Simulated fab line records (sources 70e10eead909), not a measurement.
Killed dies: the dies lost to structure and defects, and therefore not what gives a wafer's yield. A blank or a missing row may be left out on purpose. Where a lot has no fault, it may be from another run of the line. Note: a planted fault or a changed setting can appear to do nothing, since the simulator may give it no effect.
Matching of chambers | flow nandHarc | 4 sister chambers for NHARC_P_ZERO_WELL_DESCUM_39 on rieDiel-01
The step chemistry O2, time 3 s. 4 wafers are shown with their chamber, then 9 later ones without.

== WAFERS WITH THEIR CHAMBER ==
wafer  | chamber | drypumpMotorCurrentA (A)
L081.2 | 3       | 5.5
L086.2 | 0       | 6.3
L086.4 | 2       | 5.7
L086.6 | 1       | 5.2

== WAFERS WITH NO CHAMBER GIVEN ==
wafer  | drypumpMotorCurrentA (A)
L088.2 | 5.7
L088.5 | 5.2
L088.6 | 6.3
L090.1 | 6.4
L090.2 | 5.7
L090.5 | 5.7
L092.2 | 5.7
L092.5 | 5.6
L092.6 | 5.7

== WHICH CHAMBER EACH WENT THROUGH ==
wafer  | from the rows above     | in truth
L088.2 | 2                       | 2
L088.5 | 1                       | 1
L088.6 | 0                       | 0
L090.1 | 0                       | 0
L090.2 | 2                       | 2
L090.5 | 2                       | 2
L092.2 | 2                       | 2
L092.5 | can't be placed: 3 or 2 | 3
L092.6 | 2                       | 2
Correctly placed: 8 of 9. Cannot be placed on the basis of these rows: 1; the candidates contain the true chamber in 1. Wrongly placed: 0.
How it was worked out, from the rows above alone: a wafer's distance from a chamber is the root of the sum, over the readings, of the square of ((its reading less the chamber's mean) divided by the reading's scatter). The wafer belongs to the nearest chamber; if the next one is less than 2 further off, it can't be placed. For every chamber, the mean is computed from those of its wafers that are shown. The scatter (one wafer shown for each chamber): square how far every hidden wafer sits from the nearest shown wafer, average those squares and take the square root.
